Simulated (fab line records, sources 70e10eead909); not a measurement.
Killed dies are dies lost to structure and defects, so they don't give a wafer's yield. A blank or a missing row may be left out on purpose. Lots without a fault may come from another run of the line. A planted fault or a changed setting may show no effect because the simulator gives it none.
A struck lot beside a sound one | flow nand_harc | 14 steps out of a route of 1159
Sound: wafers L211.4, L211.5, L211.6. Struck: wafers L215.2, L215.4, L215.5. The cause comes at the end.
At each step with rows: each side's tool, then ch and its chambers, then its first start. Under that, the readings that differ: sound wafers | struck wafers | difference of the means | sigmas: that difference in standard deviations of wafers without a fault.
alike: readings whose means differ by less than 2 such deviations, and words and numbers that are the same on both sides. not compared: withheld readings, readings that some wafer has no value for, bounds like >300 that may hide the same value, and numbers for which the record gives no deviation and whose values overlap.
The two part at a step that has a row with sigmas, a row that says differs or no value, or rows on one side only. Numbers that don't overlap but have no deviation are shown without sigmas and don't part them. A reading that every wafer of one side lacks parts them only if that side has two wafers or more.

first, 3 steps without rows for these wafers: NHARC_A_STAIRCASE_STRIP_317 (strips in SPM, time 900 s); NHARC_A_STAIRCASE_PRECLEAN_318 (cleans in SC1); NHARC_A_STAIRCASE_SRD_329.
NHARC_A_STAIRCASE_ALD_415: deposits SiO2, target thk 30 nm, pulse time 6 s, ald cycles 300.
  sound on ald_hk-02 ch 1,2, day 12 04:24; struck on ald_hk-03 ch 0,1,2, day 12 18:21
  alike: heater_power_w, precursor_pulse_height_rel
NHARC_A_STAIRCASE_ETCHBACK_416: etches the open film in C4F8/O2/Ar, target depth 36 nm, time 7.2 s.
  sound on rie_diel-13 ch 0,1,3; struck on rie_diel-02 ch 1,3
  alike: oes_product_au, rf_vpp_V
  not compared: rf_hours_counter_h
then, 1 step without rows for these wafers: NHARC_A_STAIRCASE_STRIP_476 (strips in O2, time 20 s).
NHARC_A_STAIRCASE_DEP_417: deposits Si3N4, target thk 60 nm.
  sound on pecvd-02 ch 0,1,2, day 12 06:34; struck on pecvd-02 ch 0,1, day 12 20:13
  alike: heater_power_w
then, 3 steps without rows for these wafers: NHARC_A_STAIRCASE_WET_418 (chemistry H3PO4, target depth 20 nm); NHARC_A_STAIRCASE_PRECLEAN_419 (cleans in SC1); NHARC_A_STAIRCASE_SRD_421.
NHARC_A_STAIRCASE_ALD_420: deposits SiO2, target thk 20 nm, pulse time 6 s, ald cycles 200.
  sound on ald_hk-01 ch 1,2,3, day 12 10:41; struck on ald_hk-03 ch 1,2,3, day 13 00:14
  alike: heater_power_w, precursor_pulse_height_rel
NHARC_A_STAIRCASE_CVD_552: deposits SiNx, target thk 40 nm.
  sound on lpcvd-01 ch 1, day 12 14:53; struck on lpcvd-01 ch 1, day 13 04:36
  no value came back on the struck wafers for pressure_mtorr (mTorr), spike_tc_bottom_C (C); on the sound wafers pressure_mtorr (mTorr) reads 301.0 300.3 301.4
NHARC_A_STAIRCASE_DEP_151: deposits SiO2, target thk 3800 nm.
  sound on pecvd-04 ch 0,1,2, day 12 18:45; struck on pecvd-02 ch 0,2, day 13 08:22
  alike: heater_power_w
-- the record jumps here: 6 days lie between the struck wafers' starts before and after (it left off in module A_STAIRCASE and takes up again in module END, whose first step shown is number 1159 of the route) --
NHARC_END_SORT_01:
  sound on prober-02 ch 0, day 19 05:59; struck on prober-01 ch 0, day 19 19:56
  reading         | sound    | struck                                                               | difference                   | sigmas
  hold            | - - -    | await_dispo/2.7h/scrap await_dispo/2.7h/scrap await_dispo/2.7h/scrap | no value on the sound wafers |
  killed_at_array | 17 13 10 | 543 542 530                                                          | +525                         | +57
  killed_dies     | 28 16 16 | 547 544 533                                                          | +521                         | +54
  alike: killed_at_other, killed_at_periphery, killed_open, killed_short

WHERE THEY PART
First at NHARC_A_STAIRCASE_CVD_552; last, within this record, at NHARC_END_SORT_01.

WHY: what the simulator had put in
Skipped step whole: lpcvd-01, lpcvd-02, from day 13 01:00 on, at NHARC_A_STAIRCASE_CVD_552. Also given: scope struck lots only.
